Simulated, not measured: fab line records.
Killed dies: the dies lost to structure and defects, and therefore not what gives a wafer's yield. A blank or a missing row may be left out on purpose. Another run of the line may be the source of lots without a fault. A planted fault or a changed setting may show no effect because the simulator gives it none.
Lot-split experiment    flow n5 finfet    on a route of 1938 steps: 7 lots, 21 wafers read

## THE SPLIT
At N5_BEOL_M14_SPUTTER_44 (material Ta, target thk 15 nm, time 24.19 s), the setting time s was moved away from the recipe's 24.19 s on 7 of the 21 wafers read, by -12.9% to +5.7%. The other wafers ran this setting at the recipe's value.

The split's own step is where the reading is taken.

## THE READING
Ta_of_BEOL_M14_SPUTTER_44.thk nm (the simulator's own value, which no gauge read), in nm, at N5_BEOL_M14_SPUTTER_44 (material Ta, target thk 15 nm, time 24.19 s). The file gives no usual value for it. The 14 wafers here that ran the recipe average 14.9 nm, standard deviation 0.13 nm.

wafer   tool, chamber at the split  time s as run, s  against the recipe  Ta_of_BEOL_M14_SPUTTER_44.thk nm, nm  against lot-mates on the recipe
L075.1  pvd sputter-01, -           23.16             -4.3%               14.6                                  no lot-mate on the recipe
L075.3  pvd sputter-01, -           23.16             -4.3%               14.6                                  no lot-mate on the recipe
L075.4  pvd sputter-01, -           23.16             -4.3%               14.6                                  no lot-mate on the recipe
L080.2  pvd sputter-03, -           21.07             -12.9%              13                                    -1.8
L080.4  pvd sputter-03, -           21.07             -12.9%              13                                    -1.8
L080.6  pvd sputter-03, -           24.19             recipe              14.8                                  -
L088.1  pvd sputter-03, -           24.19             recipe              14.8                                  -
L088.4  pvd sputter-03, -           24.19             recipe              14.8                                  -
L088.3  pvd sputter-03, -           21.64             -10.5%              13.4                                  -1.4
L090.3  pvd sputter-03, -           24.19             recipe              15                                    -
L090.6  pvd sputter-03, -           24.19             recipe              15                                    -
L090.4  pvd sputter-03, -           24.19             recipe              14.8                                  -
L091.3  pvd sputter-03, -           24.19             recipe              14.8                                  -
L091.5  pvd sputter-03, -           24.19             recipe              14.8                                  -
L091.6  pvd sputter-03, -           24.19             recipe              15                                    -
L093.2  pvd sputter-01, -           24.19             recipe              14.8                                  -
L093.6  pvd sputter-01, -           24.19             recipe              14.8                                  -
L093.3  pvd sputter-01, -           25.57             +5.7%               15.8                                  +1.0
L095.2  pvd sputter-01, -           24.19             recipe              15                                    -
L095.5  pvd sputter-01, -           24.19             recipe              15                                    -
L095.3  pvd sputter-01, -           24.19             recipe              15.2                                  -

FIT RESULTS
A straight line over all 21 wafers: Ta_of_BEOL_M14_SPUTTER_44.thk nm changes by +0.142 nm for each +1% of time s; r = +0.97; the points scatter about the line by 0.16 nm.
The same after taking each lot's own level away (the mean of its wafers on the recipe; 18 wafers): +0.142 nm for each +1%; r = +0.99; scatter 0.087 nm.
According to that fit, moving time s by its largest amount changes the reading by 1.8 nm.
Measured against the standard deviation above, the lots' own levels, which go from 14.80 to 15.07 nm, span 2.1 times it.
Consequently the slope shifts little with the lot-to-lot level, the two slopes agreeing.
Check: -1.81 nm against its lot-mates is what the line predicts for one of the wafers moved furthest among these (-12.9%) when that wafer is left out of the fit. It came out at -1.8 nm against them.

## THESE WAFERS: OTHER SPLITS
Before the reading, these wafers also passed through other splits. Each is held against what the fit with the lots' levels taken away leaves over:
other split on the same wafers  wafers away from the commonest value  r with Ta_of_BEOL_M14_SPUTTER_44.thk nm (lot level and that fit taken away)
N5_BEOL_M14_PEB_26 peb temp c   9                                     +0.10
N5_BEOL_M14_SPUTTER_43 power w  8                                     +0.29

## THE FILE'S OWN FIT
Ta_of_BEOL_M14_SPUTTER_44.thk nm changes by +0.141 nm for each +1% of time s, r = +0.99.
